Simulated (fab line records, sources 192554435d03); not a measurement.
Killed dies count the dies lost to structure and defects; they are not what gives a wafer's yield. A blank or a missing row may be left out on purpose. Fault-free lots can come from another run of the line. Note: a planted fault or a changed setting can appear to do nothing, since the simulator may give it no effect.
Chamber matching	flow n5 finfet	N5_BEOL_M11_DESCUM_16 on rie diel-05 has 4 sister chambers
The step chemistry O2, time 7.9 s. 16 wafers are shown with their chamber, then 8 later ones without.

WAFERS PAIRED WITH THEIR CHAMBERS
wafer	chamber	throttle valve pct (%)	oes product au (a.u.)	rf vpp V (V)
L078.1	3	20.64	0.70	244.7
L078.2	1	20.35	0.95	242.6
L078.3	0	20.23	0.75	243.2
L079.2	1	20.35	0.95	243.1
L079.4	3	20.66	0.69	245.2
L079.5	3	20.65	0.69	245.2
L080.1	0	20.25	0.74	242.2
L080.4	1	20.34	0.94	243.1
L080.5	2	20.66	0.74	242.9
L081.1	3	20.64	0.69	244.8
L081.2	1	20.33	0.94	244.2
L081.6	3	20.66	0.69	244.5
L082.1	1	20.36	0.93	244.5
L082.3	3	20.64	0.69	244.4
L082.4	0	20.26	0.74	241.7
L084.1	2	20.66	0.73	243.1

SIGNATURES, as means of the wafers listed above
reading	chamber 0	chamber 1	chamber 2	chamber 3	scatter within a chamber
throttle valve pct	20.2467	20.3460	20.6600	20.6483	0.0111
oes product au	0.7433	0.9420	0.7350	0.6917	0.00632
rf vpp V	242.367	243.500	243.000	244.800	0.605
Rule: for each reading, subtract the chamber's mean from the wafer's reading, divide by that reading's scatter and square the result; add these up over the readings and take the root, which gives the wafer's distance from the chamber. The wafer belongs to the nearest chamber; if the next one is less than 2 further off, it can't be placed. The scatter is the square root of a quotient: the sum, over the shown wafers, of each reading's squared deviation from its chamber's mean, divided by wafers minus chambers.

WAFERS WITH NO CHAMBER GIVEN
wafer	throttle valve pct (%)	oes product au (a.u.)	rf vpp V (V)
L084.2	20.27	0.73	242.8
L084.5	20.27	0.73	241.2
L087.2	20.66	0.73	242.3
L087.4	20.37	0.92	244.0
L087.6	20.36	0.92	242.9
L092.2	20.27	0.72	240.4
L092.3	20.67	0.68	244.4
L092.5	20.36	0.89	243.6

WHICH CHAMBER EACH WENT THROUGH
wafer	from the rows above	in truth
L084.2	0	0
L084.5	0	0
L087.2	2	2
L087.4	1	1
L087.6	1	1
L092.2	0	0
L092.3	3	3
L092.5	1	1
Correctly placed: 8 of 8. Not placeable from these rows: 0. Placed wrongly: 0.
